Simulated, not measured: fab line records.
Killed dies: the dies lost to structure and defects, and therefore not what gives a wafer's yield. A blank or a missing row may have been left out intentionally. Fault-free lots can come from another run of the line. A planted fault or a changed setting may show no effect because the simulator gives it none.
Chamber matching | flow nand harc | 4 sister chambers for NHARC_P_M0_ETCH_34 on rie diel-04
The step etches the open film in N2/H2, target depth 40 nm, overetch 12 nm, time 43.94 s. 4 wafers are shown with their chamber, then 12 later ones without.

== WAFERS, EACH WITH ITS CHAMBER ==
wafer  | chamber | showerhead plenum p Torr (Torr)
L084.3 | 1       | 1.98
L086.3 | 0       | 2.15
L088.4 | 2       | 1.91
L088.5 | 3       | 1.95

== WAFERS WITH NO CHAMBER GIVEN ==
wafer  | showerhead plenum p Torr (Torr)
L090.2 | 1.95
L090.3 | 1.98
L090.6 | 1.91
L092.2 | 1.91
L092.5 | 1.95
L092.6 | 1.91
L093.1 | 1.95
L093.2 | 2.15
L093.4 | 1.91
L096.2 | 1.97
L096.3 | 2.15
L096.5 | 2.15

== WHICH CHAMBER EACH WENT THROUGH ==
wafer  | from the rows above | in truth
L090.2 | 3                   | 3
L090.3 | 1                   | 1
L090.6 | 2                   | 2
L092.2 | 2                   | 2
L092.5 | 3                   | 3
L092.6 | 2                   | 2
L093.1 | 3                   | 3
L093.2 | 0                   | 0
L093.4 | 2                   | 2
L096.2 | 1                   | 1
L096.3 | 0                   | 0
L096.5 | 0                   | 0
Correct placement for 12 of the 12. Number that these rows cannot place: 0. Wrongly placed: 0.
How it was worked out, from the rows above alone: a wafer's distance from a chamber is the root of the sum, over the readings, of the square of ((its reading less the chamber's mean) divided by the reading's scatter). If the next closest chamber is less than 2 further off than the closest, the wafer can't be placed; otherwise it belongs to the closest. Each chamber's mean is taken over the wafers shown for it. The scatter: root of mean squared gap, hidden wafer to nearest shown wafer, with one shown wafer a chamber.
